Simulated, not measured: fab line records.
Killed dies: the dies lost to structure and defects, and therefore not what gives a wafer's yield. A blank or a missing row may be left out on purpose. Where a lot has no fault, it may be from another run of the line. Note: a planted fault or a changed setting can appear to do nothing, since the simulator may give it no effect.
Chamber matching    flow n5 finfet    4 sister chambers for N5_MOL_CONTACT_COAG_ALD_131 on ald sin-03
The step deposits SiO2, target thk 5 nm, pulse time 1 s, co reactant pulse time 1 s. 4 wafers are shown with their chamber, then 9 later ones without.

EACH WAFER AND ITS CHAMBER
wafer   chamber  heater power w (W)
L086.4  2        82
L087.1  3        89
L087.2  1        68
L087.3  0        81

WAFERS WITH NO CHAMBER GIVEN
wafer   heater power w (W)
L088.1  69
L088.2  84
L088.3  89
L093.1  66
L093.4  81
L093.6  81
L094.1  67
L094.2  83
L094.3  81

WHICH CHAMBER EACH WENT THROUGH
wafer   from the rows above      in truth
L088.1  1                        1
L088.2  can't be placed: 2 or 0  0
L088.3  3                        3
L093.1  1                        1
L093.4  can't be placed: 0 or 2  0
L093.6  can't be placed: 0 or 2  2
L094.1  1                        1
L094.2  can't be placed: 2 or 0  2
L094.3  can't be placed: 0 or 2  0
4 of 9 placed correctly. These rows do not allow placing 5 (true chamber among the candidates in 5). 0 placed wrongly.
How it was worked out, from the rows above alone: a wafer's distance from a chamber is the root of the sum, over the readings, of the square of ((its reading less the chamber's mean) divided by the reading's scatter). The wafer belongs to the nearest chamber; if the next one is less than 2 further off, it can't be placed. The mean given for a chamber averages the wafers shown for that chamber. The scatter: root of mean squared gap, hidden wafer to nearest shown wafer, with one shown wafer a chamber.
